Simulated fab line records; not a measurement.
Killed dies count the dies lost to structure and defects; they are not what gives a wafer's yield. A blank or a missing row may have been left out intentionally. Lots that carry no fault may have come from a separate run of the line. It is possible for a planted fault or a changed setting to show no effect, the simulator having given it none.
Matching of chambers :: flow nand_harc :: NHARC_A_CONTACT_ETCH_75 on rie_diel-06 has 4 sister chambers
The step etches the open film in CF4, target depth 39 nm, time 65 s. 14 wafers are shown with their chamber, then 7 later ones without.

## EACH WAFER AND ITS CHAMBER
wafer: L114.1
chamber: 0
drypump_motor_current_A (A): 6.1
showerhead_plenum_p_Torr (Torr): 1.69
throttle_valve_pct (%): 13.292

wafer: L114.4
chamber: 2
drypump_motor_current_A (A): 5.8
showerhead_plenum_p_Torr (Torr): 1.70
throttle_valve_pct (%): 13.295

wafer: L114.5
chamber: 1
drypump_motor_current_A (A): 4.8
showerhead_plenum_p_Torr (Torr): 1.73
throttle_valve_pct (%): 13.284

wafer: L113.1
chamber: 3
drypump_motor_current_A (A): 5.9
showerhead_plenum_p_Torr (Torr): 1.75
throttle_valve_pct (%): 13.288

wafer: L113.5
chamber: 1
drypump_motor_current_A (A): 4.8
showerhead_plenum_p_Torr (Torr): 1.73
throttle_valve_pct (%): 13.304

wafer: L113.6
chamber: 0
drypump_motor_current_A (A): 6.1
showerhead_plenum_p_Torr (Torr): 1.69
throttle_valve_pct (%): 13.271

wafer: L117.1
chamber: 1
drypump_motor_current_A (A): 4.9
showerhead_plenum_p_Torr (Torr): 1.72
throttle_valve_pct (%): 13.284

wafer: L117.3
chamber: 0
drypump_motor_current_A (A): 6.1
showerhead_plenum_p_Torr (Torr): 1.69
throttle_valve_pct (%): 13.283

wafer: L117.6
chamber: 3
drypump_motor_current_A (A): 5.9
showerhead_plenum_p_Torr (Torr): 1.75
throttle_valve_pct (%): 13.288

wafer: L122.1
chamber: 1
drypump_motor_current_A (A): 4.8
showerhead_plenum_p_Torr (Torr): 1.72
throttle_valve_pct (%): 13.292

wafer: L122.2
chamber: 3
drypump_motor_current_A (A): 5.9
showerhead_plenum_p_Torr (Torr): 1.74
throttle_valve_pct (%): 13.269

wafer: L122.6
chamber: 0
drypump_motor_current_A (A): 6.1
showerhead_plenum_p_Torr (Torr): 1.69
throttle_valve_pct (%): 13.262

wafer: L133.3
chamber: 1
drypump_motor_current_A (A): 4.8
showerhead_plenum_p_Torr (Torr): 1.72
throttle_valve_pct (%): 13.292

wafer: L133.4
chamber: 3
drypump_motor_current_A (A): 5.9
showerhead_plenum_p_Torr (Torr): 1.74
throttle_valve_pct (%): 13.265

SIGNATURES, as means of the wafers listed above
reading: drypump_motor_current_A
chamber 0: 6.100
chamber 1: 4.820
chamber 2: 5.800
chamber 3: 5.900
scatter within a chamber: 0.0283

reading: showerhead_plenum_p_Torr
chamber 0: 1.6900
chamber 1: 1.7240
chamber 2: 1.7000
chamber 3: 1.7450
scatter within a chamber: 0.00469

reading: throttle_valve_pct
chamber 0: 13.27700
chamber 1: 13.29120
chamber 2: 13.29500
chamber 3: 13.27750
scatter within a chamber: 0.0111
Rule: a wafer lies at a distance from a chamber equal to the root of the sum of squares, over the readings, of (its reading less the chamber's mean, divided by the reading's scatter). The wafer belongs to the nearest chamber; if the next one is less than 2 further off, it can't be placed. The scatter is the square root of a quotient: the sum, over the shown wafers, of each reading's squared deviation from its chamber's mean, divided by wafers minus chambers.

## WAFERS WITH NO CHAMBER GIVEN
wafer: L133.6
drypump_motor_current_A (A): 6.1
showerhead_plenum_p_Torr (Torr): 1.68
throttle_valve_pct (%): 13.288

wafer: L132.2
drypump_motor_current_A (A): 6.1
showerhead_plenum_p_Torr (Torr): 1.68
throttle_valve_pct (%): 13.270

wafer: L132.4
drypump_motor_current_A (A): 5.9
showerhead_plenum_p_Torr (Torr): 1.74
throttle_valve_pct (%): 13.265

wafer: L132.5
drypump_motor_current_A (A): 4.9
showerhead_plenum_p_Torr (Torr): 1.72
throttle_valve_pct (%): 13.271

wafer: L135.1
drypump_motor_current_A (A): 5.8
showerhead_plenum_p_Torr (Torr): 1.69
throttle_valve_pct (%): 13.283

wafer: L135.2
drypump_motor_current_A (A): 6.1
showerhead_plenum_p_Torr (Torr): 1.68
throttle_valve_pct (%): 13.293

wafer: L135.5
drypump_motor_current_A (A): 5.9
showerhead_plenum_p_Torr (Torr): 1.69
throttle_valve_pct (%): 13.260

## WHICH CHAMBER EACH WENT THROUGH
wafer: L133.6
from the rows above: 0
in truth: 0

wafer: L132.2
from the rows above: 0
in truth: 0

wafer: L132.4
from the rows above: 3
in truth: 3

wafer: L132.5
from the rows above: 1
in truth: 1

wafer: L135.1
from the rows above: 2
in truth: 2

wafer: L135.2
from the rows above: 0
in truth: 0

wafer: L135.5
from the rows above: 2
in truth: 2
Correctly placed: 7 of 7. Number that these rows cannot place: 0. Placed wrongly: 0.
